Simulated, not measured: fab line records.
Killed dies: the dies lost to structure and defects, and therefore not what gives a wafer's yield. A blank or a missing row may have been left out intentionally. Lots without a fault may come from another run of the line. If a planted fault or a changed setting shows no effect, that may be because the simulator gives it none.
A single fault, viewed from 2 desks / flow nand_harc / every desk sees just its own numbers, and what lay behind them comes last

## THE METROLOGY DESK
Means of the sampled wafers that have a number, per lot and without regard to the tool the lot ran on: this is what the gauges read. Any lot whose mean is over 4 standard deviations away from the usual mean is out of limits and marked OUT; that distance is given in the brackets.
Columns: A = thk_nm at NHARC_A_DECK1_JOINT_THK_MEAS_14, usual 51.0 nm; B = thk_nm at NHARC_A_ONON_D2_THK_MEAS_02, usual 998 nm
lot=L340; first seen here=day 11 12:39; A=49.0; B=995
lot=L341; first seen here=day 11 12:39; A=49.1; B=1003
lot=L342; first seen here=day 12 06:25; A=51.2; B=999
lot=L344; first seen here=day 12 23:05; A=49.7; B=978
lot=L346; first seen here=day 14 00:14; A=51.8; B=1104 (+11) OUT
lot=L347; first seen here=day 14 16:41; A=51.0; B=1135 (+15) OUT
lot=L355; first seen here=day 17 16:06; A=52.1; B=1001
lot=L356; first seen here=day 18 05:48; A=51.8; B=995
lot=L357; first seen here=day 18 08:58; A=51.3; B=1013
lot=L358; first seen here=day 19 02:21; A=51.2; B=1014
lot=L359; first seen here=day 19 08:02; A=52.0; B=1006
lot=L360; first seen here=day 20 02:07; A=52.2; B=997
lot=L361; first seen here=day 20 09:29; A=51.5; B=989
lot=L362; first seen here=day 20 09:29; A=51.5; B=992
This desk's verdict: out of limits on L346, L347, starting with L346 at day 15 04:57 (thk_nm at NHARC_A_ONON_D2_THK_MEAS_02). Within limits: L340, L341, L342, L344, L355, L356, L357, L358, L359, L360, L361, L362.

## FOR THE TOOL OWNER'S DESK: pecvd_onon-02
The tool's own readings at NHARC_A_ONON_D2_DEP_00 (target thk 1000 nm): means of the sampled wafers that have a number, for each lot that ran on this tool. Any lot whose mean is over 4 standard deviations away from the usual mean is out of limits and marked OUT; that distance is given in the brackets.
Columns: A = n2o_flow_sccm at NHARC_A_ONON_D2_DEP_00, usual 2000 sccm; B = sih4_flow_sccm at NHARC_A_ONON_D2_DEP_00, usual 210.1 sccm
lot=L340; first seen here=day 12 13:39; A=2000; B=209.6
lot=L341; first seen here=day 12 14:02; A=2004; B=210.0
lot=L342; first seen here=day 13 09:07; A=2003; B=209.6
lot=L344; first seen here=day 14 02:28; A=1993; B=209.8
lot=L346; first seen here=day 15 04:26; A=2002; B=210.0
lot=L347; first seen here=day 15 16:01; A=1998; B=210.4
lot=L355; first seen here=day 18 15:20; A=1997; B=210.0
lot=L356; first seen here=day 19 09:13; A=2002; B=209.9
lot=L358; first seen here=day 20 03:11; A=1997; B=210.0
lot=L359; first seen here=day 20 08:50; A=2001; B=210.6
lot=L360; first seen here=day 21 00:26; A=2004; B=210.2
lot=L361; first seen here=day 21 07:45; A=2005; B=209.3
This desk's verdict: no lot among the 12 shows anything out of limits.

## BROUGHT TOGETHER
On L346, L347, the metrology desk was in a position to raise an alarm at day 15 04:57.
Nothing out of limits was seen by the tool owner's desk.
On record at the tool owner's desk: L346, L347, within its limits.
Every lot named ran NHARC_A_ONON_D2_DEP_00 on pecvd_onon-02.

## WHAT THE SIMULATOR HAD INSERTED
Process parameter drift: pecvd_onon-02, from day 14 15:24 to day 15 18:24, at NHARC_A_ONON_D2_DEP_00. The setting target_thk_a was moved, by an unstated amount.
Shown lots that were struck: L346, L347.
Time in hours between the start of the fault and the first out-of-limits reading at each desk: metrology desk, 14.
